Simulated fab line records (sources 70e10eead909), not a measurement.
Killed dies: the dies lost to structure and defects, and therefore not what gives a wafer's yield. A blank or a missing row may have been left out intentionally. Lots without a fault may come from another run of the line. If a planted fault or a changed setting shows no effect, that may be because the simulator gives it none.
Chamber matching / flow nand_harc / NHARC_A_M1_DEP_33 on pecvd-01: 3 sister chambers
The step deposits SiCN, target thk 30 nm. 3 wafers are shown with their chamber, then 8 later ones without.

## EACH WAFER AND ITS CHAMBER
wafer=L095.1; chamber=2; heater_power_w (W)=543
wafer=L095.5; chamber=1; heater_power_w (W)=598
wafer=L093.1; chamber=0; heater_power_w (W)=540

## WAFERS WITH NO CHAMBER GIVEN
wafer=L093.5; heater_power_w (W)=631
wafer=L093.6; heater_power_w (W)=530
wafer=L096.1; heater_power_w (W)=546
wafer=L096.3; heater_power_w (W)=552
wafer=L096.6; heater_power_w (W)=537
wafer=L097.1; heater_power_w (W)=532
wafer=L097.2; heater_power_w (W)=535
wafer=L097.4; heater_power_w (W)=615

## THE CHAMBER EACH PASSED THROUGH
wafer=L093.5; from the rows above=1; in truth=1
wafer=L093.6; from the rows above=can't be placed: 0 or 2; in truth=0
wafer=L096.1; from the rows above=can't be placed: 2 or 0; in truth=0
wafer=L096.3; from the rows above=can't be placed: 2 or 0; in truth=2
wafer=L096.6; from the rows above=can't be placed: 0 or 2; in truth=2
wafer=L097.1; from the rows above=can't be placed: 0 or 2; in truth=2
wafer=L097.2; from the rows above=can't be placed: 0 or 2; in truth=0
wafer=L097.4; from the rows above=1; in truth=1
Placed correctly: 2 of 8. Not placeable from these rows: 6 (in 6, the candidates include the true chamber). 0 placed wrongly.
How it was worked out, from the rows above alone: a wafer's distance from a chamber is the root of the sum, over the readings, of the square of ((its reading less the chamber's mean) divided by the reading's scatter). If the next closest chamber is less than 2 further off than the closest, the wafer can't be placed; otherwise it belongs to the closest. For every chamber, the mean is computed from those of its wafers that are shown. The scatter (one wafer shown for each chamber): square how far every hidden wafer sits from the nearest shown wafer, average those squares and take the square root.
